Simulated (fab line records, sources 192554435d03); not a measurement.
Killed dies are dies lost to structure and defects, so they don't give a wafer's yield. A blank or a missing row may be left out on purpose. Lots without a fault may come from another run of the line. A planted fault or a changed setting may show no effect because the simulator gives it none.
Chamber matching | flow n5_finfet | N5_BEOL_M1_DESCUM_16 on rie_diel-06: 4 sister chambers
The step chemistry O2, time 7 s. 4 wafers are shown with their chamber, then 9 later ones without.

WAFERS WITH THEIR CHAMBER
wafer  | chamber | showerhead_plenum_p_Torr (Torr)
L085.4 | 2       | 2.05
L086.2 | 1       | 2.19
L086.4 | 0       | 2.00
L086.6 | 3       | 1.92

WAFERS WITHOUT THEIR CHAMBER
wafer  | showerhead_plenum_p_Torr (Torr)
L087.1 | 1.92
L087.2 | 2.00
L087.3 | 2.19
L089.1 | 1.99
L089.3 | 1.92
L089.4 | 1.92
L094.1 | 2.05
L094.2 | 2.19
L094.3 | 1.99

WHICH CHAMBER EACH WENT THROUGH
wafer  | from the rows above | in truth
L087.1 | 3                   | 3
L087.2 | 0                   | 0
L087.3 | 1                   | 1
L089.1 | 0                   | 0
L089.3 | 3                   | 3
L089.4 | 3                   | 3
L094.1 | 2                   | 2
L094.2 | 1                   | 1
L094.3 | 0                   | 0
Placed correctly: 9 of 9. Can't be placed from these rows: 0. Placed wrongly: 0.
How it was worked out, from the rows above alone: a wafer's distance from a chamber is the root of the sum, over the readings, of the square of ((its reading less the chamber's mean) divided by the reading's scatter). The wafer belongs to the nearest chamber; if the next one is less than 2 further off, it can't be placed. A chamber's mean is the mean of its shown wafers. The scatter: with one shown wafer a chamber, the root of the mean of the squares of how far each hidden wafer lies from its nearest shown one.
